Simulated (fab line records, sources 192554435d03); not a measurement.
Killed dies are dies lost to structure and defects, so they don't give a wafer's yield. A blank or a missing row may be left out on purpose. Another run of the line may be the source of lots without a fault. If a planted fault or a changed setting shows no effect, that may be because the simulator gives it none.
Matching of chambers + flow n5_finfet + N5_BEOL_M0_ETCH_109 on rie_diel-06: 4 sister chambers
The step etches SiCN in CH3F/O2, target depth 8 nm, overetch 2.4 nm, time 27.4 s. 4 wafers are shown with their chamber, then 9 later ones without.

WAFERS, EACH WITH ITS CHAMBER
| wafer  | chamber | throttle_valve_pct (%) |
|--------|---------|------------------------|
| L087.5 | 0       | 16.16                  |
| L089.1 | 1       | 16.51                  |
| L089.2 | 2       | 15.88                  |
| L089.5 | 3       | 16.45                  |

WAFERS WITH NO CHAMBER GIVEN
| wafer  | throttle_valve_pct (%) |
|--------|------------------------|
| L091.2 | 16.17                  |
| L091.4 | 15.89                  |
| L091.5 | 15.88                  |
| L092.2 | 15.89                  |
| L092.3 | 16.46                  |
| L092.5 | 16.47                  |
| L095.3 | 16.47                  |
| L095.4 | 16.19                  |
| L095.5 | 16.53                  |

THE CHAMBER EACH PASSED THROUGH
| wafer  | from the rows above     | in truth |
|--------|-------------------------|----------|
| L091.2 | 0                       | 0        |
| L091.4 | 2                       | 2        |
| L091.5 | 2                       | 2        |
| L092.2 | 2                       | 2        |
| L092.3 | 3                       | 3        |
| L092.5 | can't be placed: 3 or 1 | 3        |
| L095.3 | can't be placed: 3 or 1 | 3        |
| L095.4 | 0                       | 0        |
| L095.5 | 1                       | 1        |
Correct placement for 7 of the 9. Can't be placed from these rows: 2 (the true chamber is among the candidates in 2). 0 placed wrongly.
How it was worked out, from the rows above alone: a wafer's distance from a chamber is the root of the sum, over the readings, of the square of ((its reading less the chamber's mean) divided by the reading's scatter). If the next closest chamber is less than 2 further off than the closest, the wafer can't be placed; otherwise it belongs to the closest. A chamber's mean is the mean of its shown wafers. The scatter: with one shown wafer a chamber, the root of the mean of the squares of how far each hidden wafer lies from its nearest shown one.
